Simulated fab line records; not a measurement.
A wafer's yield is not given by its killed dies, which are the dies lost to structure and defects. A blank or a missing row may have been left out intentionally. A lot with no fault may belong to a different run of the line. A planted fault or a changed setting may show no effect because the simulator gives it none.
Struck lot and sound lot, side by side    flow n5 finfet    36 out of 1938 route steps
Sound: wafers L401.2, L401.3, L401.6. Struck: wafers L415.1, L415.3, L415.6. At the end, the cause is stated.
At each step with rows: each side's tool, then ch and its chambers, then its first start. Under that, the readings that differ: sound wafers    struck wafers    difference of the means    sigmas: that difference in standard deviations of wafers without a fault.
alike: readings with means less than 2 such deviations apart, plus words and numbers identical on both sides. not compared: withheld readings, readings lacking a value on some wafer, bounds such as >300 that could conceal the same value, and numbers that have no deviation in the record and whose values overlap.
A row with sigmas, a row that says differs or no value, or rows on one side alone: a step with any of these is where the two part. When numbers do not overlap yet have no deviation, they are printed without sigmas and do not part them. Lack of a reading on every wafer of one side parts them only where that side has two or more wafers.

first, 10 steps without rows for these wafers: N5_PMOS_HMC_CHANNEL_EPI_DESCUM_14 (chemistry O2, time 7.9 s); N5_PMOS_HMC_CHANNEL_EPI_ETCH_32 (etches BARC in N2/H2, stops on SiO2, target depth 85.8 nm, time 50.3 s); N5_PMOS_HMC_CHANNEL_EPI_HM_OPEN_15 (chemistry CHF3/O2, target SiO2, target depth 40.6 nm, time 20.3 s); N5_PMOS_HMC_CHANNEL_EPI_STRIP_33 (strips in N2/H2); N5_PMOS_HMC_CHANNEL_EPI_STRIP_17 (strips in SPM, time 750 s); N5_PMOS_HMC_CHANNEL_EPI_ETCH_38 (etches SiO2 in CF4, target depth 1.5 nm); N5_PMOS_HMC_CHANNEL_EPI_FIN_RECESS_16 (chemistry HBr/Cl2, target Si, target depth 54 nm, time 18 s); N5_PMOS_HMC_CHANNEL_EPI_PRECLEAN_36 (cleans in O3/DIW, time 45 s); N5_PMOS_HMC_CHANNEL_EPI_PRECLEAN_18 (cleans in DHF, time 30 s); N5_PMOS_HMC_CHANNEL_EPI_SRD_19 (time 30 s).
N5_PMOS_HMC_CHANNEL_EPI_EPI_20: deposits SiGe30, target thk 59 nm.
  sound on epi rpcvd-01 ch 0, day 2 18:34; struck on epi rpcvd-02 ch 0, day 6 07:08
then, 24 steps without rows for these wafers: N5_PMOS_HMC_CHANNEL_EPI_HM_STRIP_35 (strips SiO2 in dHF, material SiO2, target depth 39.6 nm, time 216 s); N5_PMOS_HMC_CHANNEL_EPI_SRD_39 (time 30 s); N5_PMOS_HMC_CHANNEL_EPI_CMP_21 (polishes SiGe30, target thk 54 nm); N5_PMOS_HMC_CHANNEL_EPI_PRECLEAN_40 (cleans in DHF, time 30 s); N5_PMOS_HMC_CHANNEL_EPI_PRECLEAN_37 (cleans in O3/DIW, time 45 s); N5_PMOS_HMC_CHANNEL_EPI_PRECLEAN_24 (cleans in DHF, time 30 s); N5_PMOS_HMC_CHANNEL_EPI_SRD_25 (time 30 s); N5_PMOS_HMC_CHANNEL_EPI_EPI_26 (deposits Si from SiH4/H2, target thk 3.8 nm, time 22.7 s); N5_FIN_SAQP_PRECLEAN_42 (cleans in O3/DIW, time 60 s); N5_FIN_SAQP_PRECLEAN_00 (cleans in SC1, time 60 s); N5_FIN_SAQP_PRECLEAN_44 (cleans in SC2, time 45 s); N5_FIN_SAQP_SRD_01 (time 30 s); N5_FIN_SAQP_ALD_61 (deposits SiO2, target thk 4 nm, pulse time 1 s, purge time 2 s); N5_FIN_SAQP_DENSIFY_62 (time 60 s); N5_FIN_SAQP_HM_DEP_03 (deposits SiNx from SiH4/NH3/N2, target thk 38 nm, time 33.6 s); N5_FIN_SAQP_PECVD_47 (deposits a-Si from SiH4/He, target thk 45 nm, time 36.3 s); N5_FIN_SAQP_PECVD_48 (deposits SiNx from SiH4/NH3/N2, target thk 25 nm, time 22.1 s); N5_FIN_SAQP_PECVD_06 (deposits a-Si from SiH4/He, target thk 60 nm, time 48.1 s); N5_FIN_SAQP_HM_DEP_72 (deposits SiO2 from SiH4/N2O, target thk 12 nm, time 7.2 s); N5_FIN_SAQP_COAT_49 (time 60 s, resist thk 100 nm); N5_FIN_SAQP_COAT_50 (time 60 s, resist thk 35 nm); N5_FIN_SAQP_COAT_10 (resist thk 90 nm); N5_FIN_SAQP_EBR_12; N5_FIN_SAQP_SOFTBAKE_11 (time 60 s).
-- record jumps: 11 days separate the struck wafers' starts on either side; left off in module FIN_SAQP, taken up again in module PASSIVATION, whose first shown step is the route's number 1936 --
N5_PASSIVATION_PROBE_49:
  struck on prober-01, day 17 07:10; sound on prober-01, day 13 01:28
reading                   sound           struck          difference  sigmas
defect limited yield (%)  93.1 89.9 93.1  82.1 80.5 81.4  -10.7       -8
killed at front end       32 43 33        152 146 149     +113        +10
killed dies               82 119 81       211 230 220     +126        +8
killed on rim             7 13 12         29 34 32        +21         +6
sort_bin_5_function (%)   4.5 6.1 4.0     12.3 11.4 11.1  +6.7        +7
sort_bin_6_memory (%)     2.2 3.4 2.7     3.4 5.4 4.7     +1.7        +3
sort n pass               1098 1061 1099  969 950 960     -126        -8
sort yield pct (%)        93.1 89.9 93.1  82.1 80.5 81.4  -10.7       -8
  alike: killed_at_M0_to_M3, killed_at_M4_up, killed at contacts, killed at other, killed open, killed short

WHERE THEY PART
Only at N5_PASSIVATION_PROBE_49, within this record.

WHY: the cause the simulator had injected
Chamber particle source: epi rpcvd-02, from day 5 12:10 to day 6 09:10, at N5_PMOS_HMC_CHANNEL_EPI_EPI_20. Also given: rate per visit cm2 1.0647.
